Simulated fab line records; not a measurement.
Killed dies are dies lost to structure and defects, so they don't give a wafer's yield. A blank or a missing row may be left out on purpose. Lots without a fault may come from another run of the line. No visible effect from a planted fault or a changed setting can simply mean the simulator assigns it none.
Struck lot and sound lot, side by side	flow n5_finfet	21 out of 1938 route steps
Sound: the wafers L131.2, L131.3, L131.6. Struck: wafers L116.2, L116.5. (L116.4 of the same lot was not struck and is left out.) The cause comes at the end.
At each step with rows: each side's tool, then ch and its chambers, then its first start. Under that, the readings that differ: sound wafers	struck wafers	difference of the means	sigmas: that difference in standard deviations of wafers without a fault.
alike: readings with means less than 2 such deviations apart, plus words and numbers identical on both sides. not compared: withheld readings, readings lacking a value on some wafer, bounds such as >300 that could conceal the same value, and numbers that have no deviation in the record and whose values overlap.
A row with sigmas, a row that says differs or no value, or rows on one side alone: a step with any of these is where the two part. Numbers that have no deviation but don't overlap get no sigmas and don't part them. Lack of a reading on every wafer of one side parts them only where that side has two or more wafers.

first, 8 steps without rows for these wafers: N5_BEOL_M8_SPUTTER_48 (material Cu, target thk 10 nm, time 1.667 s); N5_BEOL_M8_ECD_50 (material Cu, target thk 300 nm); N5_BEOL_M8_ANNEAL_51 (time 90 s); N5_BEOL_M8_CMP_52 (polishes, stops on SiCOH lowk, t overpolish 6.9 s, target thk 80 nm); N5_BEOL_M8_PRE_CLEAN_55 (time 15 s); N5_BEOL_M8_DEP_56 (deposits SiCN from 3MS/NH3, target thk 10 nm, time 17.5 s); N5_BEOL_M9_ILD_DEP_00 (deposits SiCOH lowk from DEMS/porogen, target thk 308.51 nm, time 58 s); N5_BEOL_M9_CURE_71 (cures SiCOH lowk, time 240 s).
N5_BEOL_M9_PECVD_70: deposits SiO2 from TEOS/O2, target thk 20 nm, time 22.7 s.
  sound on pecvd-02 ch 0,2, day 15 21:05; struck on pecvd-04 ch 2, day 11 12:34
  alike: heater_power_w, rf_fwd_power_W, showerhead_plenum_p_Torr, susceptor_temp_C, throttle_valve_pct
then, 9 steps without rows for these wafers: N5_BEOL_M9_HM_DEP_02 (deposits TiN, target thk 20 nm); N5_BEOL_M9_COAT_59 (time 60 s, resist thk 100 nm); N5_BEOL_M9_COAT_60 (time 60 s, resist thk 30 nm); N5_BEOL_M9_COAT_05 (resist thk 90 nm); N5_BEOL_M9_EBR_07; N5_BEOL_M9_SOFTBAKE_06 (time 60 s); N5_BEOL_M9_EXPOSE_08 (exposes mask M9); N5_BEOL_M9_PEB_09 (peb time 60 s); N5_BEOL_M9_DEVELOP_10 (develop time 30 s).
N5_BEOL_M9_INSPECT_13: inspects for defects (brightfield).
  struck on defect_inspect-02, day 11 14:29; sound on defect_inspect-01, day 15 21:41
reading	sound	struck	difference	sigmas
raw_defect_count	282 307 288	1514 1624	+1277	+14
then, 1 step without rows for these wafers: N5_BEOL_M9_DESCUM_16 (chemistry O2, time 7.9 s).
-- record jumps: 3 days separate the struck wafers' starts on either side; left off in module BEOL_M9, taken up again in module PASSIVATION, whose first shown step is the route's number 1936 --
N5_PASSIVATION_PROBE_49:
  rows exist in the record for the struck wafers here (prober-02, day 14 09:01), but not for the sound ones

WHERE THEY PART
First at N5_BEOL_M9_INSPECT_13; last, within this record, at N5_PASSIVATION_PROBE_49.

WHY: what the simulator had put in
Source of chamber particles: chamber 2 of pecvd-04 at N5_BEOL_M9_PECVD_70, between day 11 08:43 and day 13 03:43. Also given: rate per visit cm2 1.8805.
